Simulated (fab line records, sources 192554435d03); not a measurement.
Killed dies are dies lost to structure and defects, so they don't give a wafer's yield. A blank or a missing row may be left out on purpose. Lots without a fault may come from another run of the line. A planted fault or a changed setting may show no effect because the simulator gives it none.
Chamber matching | flow n5_finfet | N5_BEOL_M1_STRIP_36 on rie_diel-04: 4 sister chambers
The step strips in N2/H2. 4 wafers are shown with their chamber, then 11 later ones without.

WAFERS WITH THEIR CHAMBER
wafer  | chamber | drypump_motor_current_A (A)
L091.2 | 3       | 5.3
L091.3 | 0       | 5.1
L091.4 | 1       | 6.1
L093.3 | 2       | 5.0

WAFERS WITHOUT THEIR CHAMBER
wafer  | drypump_motor_current_A (A)
L093.5 | 6.1
L093.6 | 5.1
L094.1 | 6.2
L094.4 | 5.0
L094.5 | 5.0
L096.2 | 5.3
L096.5 | 6.1
L096.6 | 5.0
L097.1 | 5.3
L097.3 | 5.0
L097.6 | 6.1

WHICH CHAMBER EACH WENT THROUGH
wafer  | from the rows above | in truth
L093.5 | 1                   | 1
L093.6 | 0                   | 0
L094.1 | 1                   | 1
L094.4 | 2                   | 2
L094.5 | 2                   | 2
L096.2 | 3                   | 3
L096.5 | 1                   | 1
L096.6 | 2                   | 2
L097.1 | 3                   | 3
L097.3 | 2                   | 2
L097.6 | 1                   | 1
Placed correctly: 11 of 11. Can't be placed from these rows: 0. Placed wrongly: 0.
How it was worked out, from the rows above alone: a wafer's distance from a chamber is the root of the sum, over the readings, of the square of ((its reading less the chamber's mean) divided by the reading's scatter). The wafer belongs to the nearest chamber; if the next one is less than 2 further off, it can't be placed. A chamber's mean is the mean of its shown wafers. The scatter: with one shown wafer a chamber, the root of the mean of the squares of how far each hidden wafer lies from its nearest shown one.
